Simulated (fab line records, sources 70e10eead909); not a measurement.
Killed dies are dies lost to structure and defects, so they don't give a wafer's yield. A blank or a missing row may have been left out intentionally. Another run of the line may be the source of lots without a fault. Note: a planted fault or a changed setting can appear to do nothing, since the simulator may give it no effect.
Chamber matching + flow nand harc + rie diel-01 running NHARC_A_CONTACT_ETCH_90: 4 sister chambers
The step etches the open film in CH3F/O2, target depth 40 nm, time 85.7 s. 16 wafers are shown with their chamber, then 8 later ones without.

WAFERS WITH THEIR CHAMBER
| wafer  | chamber | showerhead plenum p Torr (Torr) | drypump motor current A (A) | rf vpp V (V) |
|--------|---------|---------------------------------|-----------------------------|--------------|
| L076.2 | 1       | 2.48                            | 5.7                         | 246.2        |
| L076.5 | 1       | 2.48                            | 5.7                         | 245.3        |
| L076.6 | 2       | 2.44                            | 6.6                         | 244.7        |
| L080.1 | 0       | 2.27                            | 6.4                         | 241.9        |
| L080.5 | 0       | 2.27                            | 6.3                         | 241.5        |
| L080.6 | 3       | 2.56                            | 6.2                         | 245.5        |
| L081.1 | 2       | 2.44                            | 6.6                         | 243.0        |
| L081.2 | 0       | 2.27                            | 6.3                         | 240.7        |
| L081.6 | 0       | 2.27                            | 6.3                         | 241.0        |
| L083.2 | 1       | 2.47                            | 5.7                         | 244.8        |
| L083.3 | 2       | 2.43                            | 6.6                         | 243.9        |
| L083.4 | 3       | 2.55                            | 6.3                         | 246.9        |
| L091.1 | 0       | 2.27                            | 6.3                         | 241.6        |
| L091.5 | 1       | 2.47                            | 5.7                         | 244.8        |
| L091.6 | 0       | 2.27                            | 6.3                         | 241.8        |
| L090.1 | 2       | 2.43                            | 6.6                         | 244.1        |

SIGNATURES, as means of the wafers listed above
| reading                  | chamber 0 | chamber 1 | chamber 2 | chamber 3 | scatter within a chamber |
|--------------------------|-----------|-----------|-----------|-----------|--------------------------|
| showerhead plenum p Torr | 2.2700    | 2.4750    | 2.4350    | 2.5550    | 0.00456                  |
| drypump motor current A  | 6.317     | 5.700     | 6.600     | 6.250     | 0.0333                   |
| rf vpp V                 | 241.417   | 245.275   | 243.925   | 246.200   | 0.638                    |
Rule: for a wafer and a chamber, the distance is found by dividing, reading by reading, the gap between the wafer's reading and the chamber's mean by the reading's scatter, squaring, summing and taking the root. If the next closest chamber is less than 2 further off than the closest, the wafer can't be placed; otherwise it belongs to the closest. The scatter is the square root of a quotient: the sum, over the shown wafers, of each reading's squared deviation from its chamber's mean, divided by wafers minus chambers.

WAFERS WITH NO CHAMBER GIVEN
| wafer  | showerhead plenum p Torr (Torr) | drypump motor current A (A) | rf vpp V (V) |
|--------|---------------------------------|-----------------------------|--------------|
| L090.3 | 2.55                            | 6.3                         | 243.8        |
| L090.5 | 2.55                            | 6.3                         | 245.9        |
| L093.2 | 2.46                            | 5.7                         | 246.6        |
| L093.3 | 2.55                            | 6.2                         | 245.7        |
| L093.6 | 2.55                            | 6.2                         | 244.8        |
| L092.1 | 2.54                            | 6.3                         | 244.1        |
| L092.4 | 2.43                            | 6.7                         | 242.1        |
| L092.6 | 2.54                            | 6.3                         | 245.3        |

THE CHAMBER EACH PASSED THROUGH
| wafer  | from the rows above | in truth |
|--------|---------------------|----------|
| L090.3 | 3                   | 3        |
| L090.5 | 3                   | 3        |
| L093.2 | 1                   | 1        |
| L093.3 | 3                   | 3        |
| L093.6 | 3                   | 3        |
| L092.1 | 3                   | 3        |
| L092.4 | 2                   | 2        |
| L092.6 | 3                   | 3        |
Correctly placed: 8 of 8. Not placeable from these rows: 0. Placed wrongly: 0.
